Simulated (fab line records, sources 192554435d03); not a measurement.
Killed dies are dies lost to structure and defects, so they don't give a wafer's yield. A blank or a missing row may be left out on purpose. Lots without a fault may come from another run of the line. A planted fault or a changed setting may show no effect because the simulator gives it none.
fab line records | flow n5_finfet
record lots=11 wafers=33 last_day=16
route steps=1938 shown PASS1_CAP@1873 TV_LITHO@1883 PASSIVATION@1911
lots that met no fault: from a run of the same line without faults
start_h: hours from the record's first day to the start of the lot's first wafer shown | wait_h: hours since the lot's step before | " the same as in the row above | L1.1+2: a row that stands for several wafers | - no value, or no start given | * or withheld: withheld | < > ~ a bound
route shown NAME@n: a module of which the file shows steps, and the number in the route of the first | usual: mean/standard deviation of fault-free wafers | same: alike in all rows | chamber/n: place in a boat | sites: the reading at each site | _std_site: their standard deviation | _edge_site: outer sites' mean less inner sites' | radius_mm: how far each site lies from the wafer's centre | mask NAME#n: copy n | behind: the tool/chamber that last shaped the wafer | hold: why the lot was held/for how many hours/how that ended | device: the transistor (n, p or np) that didn't switch | end of line: the same wafers' tests at the end of the route | a step without rows: its recipe alone | killed: dies lost to structure and defects at the first sort, not the wafer's yield | map: a wafer's dies, x killed, . not, _ none there
set.NAME: the setting as run; set.NAME@STEP: as run at that earlier step | model.NAME: the simulator's own value behind a step, which no gauge read
steps of the route over a sample of lots; a table a step, a row a wafer
services: from which hour (start_h, from the record's first day; less than 0 if before it) a tool's chamber was out of use, for how many hours, and why
## steps
# step N5_PASSIVATION_PECVD_55
# recipe material=SiO2 target_thk_a=4000 temp_c=400 precursor=SiH4/N2O pressure_torr=2.7 rf_w=608 time_s=22.5
# usual heater_power_w=649/86 showerhead_plenum_p_Torr=8.25/0.078 throttle_valve_pct=53.0/2.8
# columns lot.wafer tool chamber start_h wait_h heater_power_w showerhead_plenum_p_Torr throttle_valve_pct
L114.1 pecvd-04 2 272.49 0.0 741 8.27 48.7
L114.3 " 1 " " 637 8.26 54.0
L114.6 " 0 " " 771 8.23 51.2
L115.1 pecvd-01 1 277.30 0.0 711 8.26 51.4
L115.5 " 1 " " 569 8.25 51.4
L115.6 " 2 " " 611 8.28 54.4
L116.3 pecvd-01 2 282.91 0.0 639 8.26 54.6
L116.4 " 0 " " 726 8.40 56.7
L116.5 " 1 " " 572 8.29 51.6
L119.2 pecvd-03 1 306.14 0.0 559 8.26 56.2
L119.3 " 0 " " 766 8.14 51.8
L119.6 " 2 " " 611 8.15 48.2
L124.1 pecvd-03 1 337.98 0.0 586 8.26 56.1
L124.2 " 0 " " 787 8.16 52.1
L124.3 " 2 " " 547 8.16 48.2
L123.1 pecvd-01 1 338.17 0.0 622 8.25 51.4
L123.3 " 2 " " 608 8.24 55.0
L123.4 " 1 " " 636 8.28 51.6
L125.1 pecvd-03 1 344.86 0.0 561 8.27 56.3
L125.4 " 0 " " 727 8.13 51.8
L125.5 " 1 " " 579 8.27 56.0
L126.2 pecvd-01 1 348.46 0.0 639 8.26 51.8
L126.5 " 0 " " 729 8.42 56.4
L126.6 " 2 " " 596 8.25 54.7
L128.1 pecvd-03 0 362.64 0.0 780 8.14 51.9
L128.3 " 1 " " 606 8.24 56.1
L128.5 " 2 " " 573 8.12 48.2
L129.2 pecvd-03 0 365.79 0.0 772 8.15 52.1
L129.4 " 0 " " 781 8.13 52.2
L129.5 " 0 " " 807 8.16 52.2
L132.1 pecvd-04 2 383.68 0.0 623 8.27 49.2
L132.2 " 0 " " 815 8.23 51.2
L132.4 " 2 " " 670 8.26 49.3
# step N5_PASSIVATION_CD_MEAS_10
# recipe target_cd_nm=3000 landing_energy_ev=500 detector=se_inlens
# usual cd_nm=3000.2/2.9
# columns lot.wafer tool chamber start_h wait_h cd_nm
L114.1 cd_sem-01 0 273.01 - 3001.7
L114.3 " 0 " " 3001.3
L114.6 " 0 " " 2996.9
L115.1 cd_sem-02 0 278.64 - 3006.0
L115.5 " 0 " " 2999.8
L115.6 " 0 " " 3004.1
L116.3 cd_sem-01 0 283.40 - 2997.1
L116.4 " 0 " " 2999.0
L116.5 " 0 " " 2998.0
L119.2 cd_sem-02 0 307.03 - 2994.2
L119.3 " 0 " " 2998.9
L119.6 " 0 " " 3000.1
L124.1 cd_sem-03 0 339.31 - 2998.3
L124.2 " 0 " " 3001.7
L124.3 " 0 " " 3004.6
L123.1 cd_sem-03 0 339.34 - 3000.3
L123.3 " 0 " " 3002.9
L123.4 " 0 " " 3000.7
L125.1 cd_sem-01 0 346.52 - 2997.2
L125.4 " 0 " " 3001.7
L125.5 " 0 " " 2999.8
L126.2 cd_sem-02 0 351.52 - 2996.2
L126.5 " 0 " " 3001.1
L126.6 " 0 " " 3004.0
L128.1 cd_sem-03 0 365.95 - 2999.9
L128.3 " 0 " " 2999.4
L128.5 " 0 " " 2997.2
L129.2 cd_sem-02 0 366.88 - 3000.4
L129.4 " 0 " " 3003.2
L129.5 " 0 " " 3003.1
L132.1 cd_sem-01 0 384.41 - 2997.6
L132.2 " 0 " " 2994.8
L132.4 " 0 " " 3001.4
# step N5_PASSIVATION_STRIP_34
# recipe chemistry=O2 power_w=600 temp_c=60 pressure_mtorr=30 rf_frequency_hz=6e+07 bias_power_w=0 overash_fraction=2 o2_flow_sccm=225
# usual bias_power_w=0/0 chamber_pressure_mTorr=29.99/0.081 drypump_motor_current_A=5.62/0.27 oes_product_au=0.81/0.079 rf_vpp_V=3.7/1.4 showerhead_plenum_p_Torr=2.07/0.075 throttle_valve_pct=16.63/0.26
# columns lot.wafer tool chamber start_h wait_h bias_power_w chamber_pressure_mTorr drypump_motor_current_A oes_product_au rf_hours_counter_h rf_vpp_V showerhead_plenum_p_Torr throttle_valve_pct
L114.1 rie_diel-03 3 276.92 0.1 - - - - - - - -
L114.3 " 2 " " - - - - - - - -
L114.6 " 3 " " - - - - - - - -
L115.1 rie_diel-02 1 281.67 0.1 - - - - - - - -
L115.5 " 1 " " - - - - - - - -
L115.6 " 0 " " - - - - - - - -
L116.3 rie_diel-02 3 285.93 0.1 - - - - - - - -
L116.4 " 1 " " - - - - - - - -
L116.5 " 0 " " - - - - - - - -
L119.2 rie_diel-02 2 309.90 0.1 0 29.99 5.68 0.92 6 2.5 2.04 16.45
L119.3 " 3 " " 0 30.16 5.75 0.85 62 6.3 2.04 16.66
L119.6 " 3 " " 0 29.99 5.73 0.85 - 3.9 2.04 16.59
L124.1 rie_diel-02 1 341.84 0.1 0 29.88 5.24 0.70 190 2.5 2.00 17.20
L124.2 " 3 " " 0 30.01 5.70 0.82 75 3.7 2.04 16.65
L124.3 " 2 " " 0 29.90 5.71 0.90 20 2.2 2.04 16.40
L123.1 rie_diel-06 2 342.43 0.1 0 30.01 5.54 0.78 130 3.3 2.09 16.62
L123.3 " 0 " " 0 29.98 5.98 0.76 96 3.8 2.02 16.46
L123.4 " 3 " " 0 29.98 5.91 0.90 12 3.2 2.24 16.50
L125.1 rie_diel-03 1 349.99 0.1 0 29.98 5.22 0.72 178 6.4 2.03 16.82
L125.4 " 0 " " 0 29.74 5.11 0.88 40 4.4 2.14 16.24
L125.5 " 3 " " 0 29.94 5.90 0.69 - 4.1 2.03 16.59
L126.2 rie_diel-02 0 353.78 0.1 0 30.03 5.70 0.95 11 4.3 2.21 16.28
L126.5 " 1 " " 0 30.09 5.23 0.71 - 1.6 1.99 17.23
L126.6 " 2 " " 0 30.06 5.74 0.87 - 4.8 2.03 16.41
L128.1 rie_diel-06 2 369.91 0.1 0 30.04 5.52 0.79 140 3.5 2.09 16.60
L128.3 " 1 " " 0 30.00 5.42 0.78 105 3.1 2.11 16.62
L128.5 " 3 " " 0 29.94 5.92 0.85 - 3.9 2.23 16.49
L129.2 rie_diel-03 2 369.91 0.1 0 29.96 5.72 0.83 109 4.4 2.10 16.52
L129.4 " 3 " " 0 29.85 5.96 0.70 233 2.0 2.03 16.56
L129.5 " 2 " " 0 29.81 5.72 0.82 - 5.3 2.10 16.52
L132.1 rie_diel-02 0 387.62 0.1 0 29.96 5.68 0.92 21 4.6 2.20 16.31
L132.2 " 2 " " 0 29.96 5.70 0.87 37 4.7 2.03 16.44
L132.4 " 3 " " 0 29.94 5.75 0.79 90 4.1 2.03 16.68
# step N5_PASSIVATION_PASS_ETCH_47
# recipe chemistry=CF4/O2 target=SiNx target_depth_a=7700 time_s=385 ion_energy_ev=100 pressure_mtorr=40 source_w=535 bias_w=49 Ar_flow_sccm=100 cf4_flow_sccm=100 O2_flow_sccm=10
# usual drypump_motor_current_A=5.6/0.31 mfc_ar_sccm=100.0/0.32 oes_product_au=0.81/0.073 rf_vpp_V=240/6.2 showerhead_plenum_p_Torr=2.19/0.069 throttle_valve_pct=15.81/0.22
# columns lot.wafer tool chamber start_h wait_h drypump_motor_current_A mfc_ar_sccm oes_product_au rf_hours_counter_h rf_vpp_V showerhead_plenum_p_Torr throttle_valve_pct
L114.1 rie_diel-02 1 278.21 0.0 5.2 99.8 0.73 164 249 2.12 16.37
L114.3 " 3 " " 5.8 100.5 0.86 47 246 2.15 15.75
L114.6 " 0 " " 5.7 99.8 0.70 - 227 2.09 16.18
L115.1 rie_diel-03 1 283.00 0.0 5.2 99.7 0.76 156 248 2.11 15.85
L115.5 " 3 " " 6.0 100.1 0.71 - 235 2.17 15.83
L115.6 " 0 " " 5.1 100.4 0.90 - 244 2.26 15.44
L116.3 rie_diel-03 0 287.33 0.0 5.1 100.2 0.90 19 243 2.26 15.43
L116.4 " 3 " " 5.9 100.6 0.70 207 236 2.17 15.82
L116.5 " 3 " " 6.0 100.1 0.70 - 236 2.17 15.83
L119.2 rie_diel-06 1 311.10 0.0 5.4 100.1 0.83 82 239 2.22 15.81
L119.3 " 3 " " 5.9 100.4 0.98 1 236 2.35 15.69
L119.6 " 2 " " 5.5 100.3 0.81 - 235 2.22 15.85
L124.1 rie_diel-03 0 343.21 0.0 5.1 99.6 0.87 37 244 2.25 15.46
L124.2 " 3 " " 5.9 99.8 0.69 224 236 2.16 15.87
L124.3 " 1 " " 5.2 99.8 0.75 175 245 2.10 15.86
L123.1 rie_diel-02 1 343.59 0.0 5.2 100.5 0.71 190 250 2.12 16.42
L123.3 " 2 " " 5.7 99.7 0.89 20 234 2.16 15.69
L123.4 " 3 " " 5.7 100.2 0.83 75 245 2.14 15.79
L125.1 rie_diel-06 2 351.28 0.0 5.5 99.7 0.79 134 235 2.22 15.89
L125.4 " 0 " " 6.0 100.1 0.79 99 241 2.12 15.71
L125.5 " 2 " " 5.5 99.9 0.79 - 236 2.22 15.90
L126.2 rie_diel-03 0 355.07 0.0 5.1 99.7 0.86 42 245 2.25 15.50
L126.5 " 3 " " 6.0 100.2 0.69 - 236 2.16 15.87
L126.6 " 0 " " 5.1 100.1 0.86 - 244 2.25 15.47
L128.1 rie_diel-06 2 371.08 0.0 5.5 100.6 0.79 141 234 2.22 15.89
L128.3 " 3 " " 5.9 100.3 0.88 23 235 2.34 15.73
L128.5 " 0 " " 6.1 100.2 0.79 - 241 2.12 15.72
L129.2 rie_diel-03 0 371.28 0.0 5.1 100.2 0.85 47 244 2.25 15.50
L129.4 " 2 " " 5.7 100.3 0.81 109 252 2.23 15.83
L129.5 " 3 " " 6.0 100.2 0.69 - 235 2.16 15.87
L132.1 rie_diel-03 0 388.91 0.0 5.1 100.0 0.84 54 244 2.24 15.50
L132.2 " 3 " " 5.9 99.6 0.68 241 235 2.15 15.90
L132.4 " 1 " " 5.2 100.5 0.73 191 245 2.10 15.89
# step N5_PASSIVATION_PROBE_49
# usual defect_limited_yield=91.4/1.4 killed_at_M0_to_M3=34/8.9 killed_at_M4_up=13/4.6 killed_at_contacts=12/5.5 killed_at_front_end=41/11 killed_at_other=3.1/2.9 killed_dies=102/16 killed_open=66/11 killed_short=34/7.6 sort_bin_5_function=5.1/0.89 sort_bin_6_memory=3.2/0.61 sort_bin_8_speed=0.02/0.12 sort_n_pass=1078/16
# same gross_dies=1180 killed_at_back_side=0 sort_bin_4_leakage[%]=0
# columns lot.wafer tool chamber start_h wait_h defect_limited_yield[%] killed_at_M0_to_M3 killed_at_M4_up killed_at_contacts killed_at_front_end killed_at_other killed_dies killed_open killed_short sort_bin_5_function[%] sort_bin_6_memory[%] sort_bin_8_speed[%] sort_n_pass
L119.2 prober-01 - 314.16 0.1 89.6 24 23 34 41 1 123 76 42 5.7 3.9 0 1057
L119.3 prober-01 - 314.21 0.1 90.7 27 9 26 45 3 110 76 30 5.8 3.2 0 1070
L119.6 prober-01 - 314.36 0.3 91.3 28 10 16 44 5 103 69 32 4.6 3.9 0 1077
L124.1 prober-02 - 346.22 0.0 92.3 35 11 9 32 4 91 60 29 5.4 1.9 0.17 1089
L124.2 prober-02 - 346.27 0.1 92.4 21 10 7 51 1 90 64 25 4.4 3.1 0 1090
L124.3 prober-02 - 346.32 0.1 91.1 63 13 5 20 4 105 62 39 5.0 3.6 0 1075
L123.1 prober-01 - 346.62 0.0 90.0 41 20 19 34 4 118 82 36 5.6 3.7 0 1062
L125.1 prober-01 - 354.29 0.0 90.8 27 9 15 48 9 108 70 37 4.6 4.2 0 1072
L125.4 prober-01 - 354.44 0.2 92.5 24 10 15 35 5 89 59 29 4.6 2.5 0 1091
L125.5 prober-01 - 354.49 0.2 93.0 26 11 8 37 1 83 53 26 3.4 3.1 0 1097
# killed by level:class
L119.2 MOL_CONTACT_COAG:geometric_particle:open=29 FIN_SAQP:geometric_particle:short=11 STI_FIN_REVEAL:geometric_particle:open=7 BEOL_M4:geometric_particle:open=7 BEOL_M0_SAQP:geometric_particle:open=6 GATE_CUT:geometric_particle:short=5 MOL_CONTACT_COAG:geometric_particle:short=5 BEOL_M1:geometric_particle:short=5
L119.3 MOL_CONTACT_COAG:geometric_particle:open=19 FIN_SAQP:geometric_particle:open=8 FIN_SAQP:geometric_particle:short=7 MOL_CONTACT_COAG:geometric_particle:short=7 STI_FIN_REVEAL:geometric_particle:open=6 BEOL_M3:geometric_particle:open=6 BEOL_M1:geometric_particle:open=6 BEOL_M0:geometric_particle:open=5
L119.6 MOL_CONTACT_COAG:geometric_particle:open=12 STI_FIN_REVEAL:geometric_particle:open=9 FIN_SAQP:geometric_particle:open=7 BEOL_M3:geometric_particle:open=6 GATE_CUT:geometric_particle:open=5 BEOL_M2:geometric_particle:short=5 STI_FIN_REVEAL:geometric_particle:short=4 MOL_CONTACT_COAG:geometric_particle:short=4
L124.1 FIN_SAQP:geometric_particle:open=9 BEOL_M1:geometric_particle:open=8 FIN_SAQP:geometric_particle:short=7 BEOL_M2:geometric_particle:open=7 STI_FIN_REVEAL:geometric_particle:open=7 BEOL_M0_SAQP:geometric_particle:short=7 MOL_CONTACT_COAG:geometric_particle:open=6 BEOL_M0_SAQP:geometric_particle:open=5
L124.2 FIN_SAQP:geometric_particle:open=20 FIN_SAQP:geometric_particle:short=8 BEOL_M0_SAQP:geometric_particle:open=7 DUMMY_GATE:geometric_particle:open=6 MOL_CONTACT_COAG:geometric_particle:open=6 BEOL_M0_SAQP:geometric_particle:short=6 BEOL_M3:geometric_particle:open=6 STARTING-WAFER:geometric_particle:short=4
L124.3 BEOL_M0_SAQP:geometric_particle:open=18 BEOL_M0_SAQP:geometric_particle:short=15 BEOL_M1:geometric_particle:open=7 BEOL_M2:geometric_particle:open=6 BEOL_M3:geometric_particle:open=6 STI_FIN_REVEAL:geometric_particle:open=5 BEOL_M1:geometric_particle:short=5 BEOL_M4:geometric_particle:open=4
L123.1 BEOL_M0_SAQP:geometric_particle:open=15 MOL_CONTACT_COAG:geometric_particle:open=11 BEOL_M4:geometric_particle:open=10 FIN_SAQP:geometric_particle:open=8 MOL_CONTACT_COAG:geometric_particle:short=8 BEOL_M3:geometric_particle:open=7 BEOL_M0_SAQP:geometric_particle:short=6 FIN_SAQP:geometric_particle:short=5
L125.1 FIN_SAQP:geometric_particle:short=13 FIN_SAQP:geometric_particle:open=12 MOL_CONTACT_COAG:geometric_particle:open=11 STI_FIN_REVEAL:geometric_particle:open=9 BEOL_M0_SAQP:geometric_particle:open=6 BEOL_M3:geometric_particle:open=5 GATE_CUT:geometric_particle:short=4 MOL_CONTACT_COAG:geometric_particle:short=4
L125.4 MOL_CONTACT_COAG:geometric_particle:open=11 FIN_SAQP:geometric_particle:short=7 STI_FIN_REVEAL:geometric_particle:open=6 ILD0:geometric_particle:short=5 BEOL_M0:geometric_particle:open=5 BEOL_M2:geometric_particle:open=5 BEOL_M3:geometric_particle:open=5 FIN_SAQP:geometric_particle:open=4
L125.5 STI_FIN_REVEAL:geometric_particle:open=9 MOL_CONTACT_COAG:geometric_particle:open=8 BEOL_M1:geometric_particle:open=8 FIN_SAQP:geometric_particle:open=6 BEOL_M0_SAQP:geometric_particle:open=5 BEOL_M0_SAQP:geometric_particle:short=5 BEOL_M3:geometric_particle:open=5 FIN_SAQP:geometric_particle:short=4
## services
# columns tool chamber start_h hours kind
rie_diel-06 3 253.06 2.6 repair
pecvd-03 - 262.39 14.6 pm
pecvd-01 - 271.15 6.0 pm
rie_diel-02 2 277.61 - clean
rie_diel-02 2 277.61 - consumable_replace:focus_ring
rie_diel-02 2 277.61 20.2 scheduled_down
rie_diel-02 2 277.61 20.2 vent_cycle
pecvd-03 1 281.75 5.5 scheduled_down
pecvd-03 0 282.40 9.6 repair
rie_diel-06 3 286.58 - clean
rie_diel-06 3 286.58 - consumable_replace:focus_ring
rie_diel-02 0 300.60 - clean
rie_diel-02 0 300.60 - consumable_replace:focus_ring
rie_diel-02 0 300.60 - consumable_replace:showerhead
rie_diel-02 0 300.60 20.6 scheduled_down
rie_diel-02 0 300.60 20.6 vent_cycle
pecvd-04 - 307.90 2.5 repair
rie_diel-03 - 308.90 0.2 repair
pecvd-03 2 311.14 10.7 repair
rie_diel-06 3 322.17 1.7 repair
rie_diel-03 2 339.80 2.8 repair
pecvd-01 0 376.50 2.1 repair
rie_diel-02 0 382.58 4.9 repair
rie_diel-02 3 385.28 2.2 repair
## key
first_sign step=N5_PASSIVATION_STRIP_34 reading=tool_record direction=missing
effect none on later readings
met_at N5_PASSIVATION_STRIP_34
struck_lots L114,L115,L116
not_acting_at N5_PASSIVATION_PECVD_55,N5_PASSIVATION_CD_MEAS_10,N5_PASSIVATION_PASS_ETCH_47
fault kind=skipped_step_whole tool=rie_diel-02,rie_diel-03 chamber=- onset_h=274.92 steps=N5_PASSIVATION_STRIP_34 scope=struck_lots_only
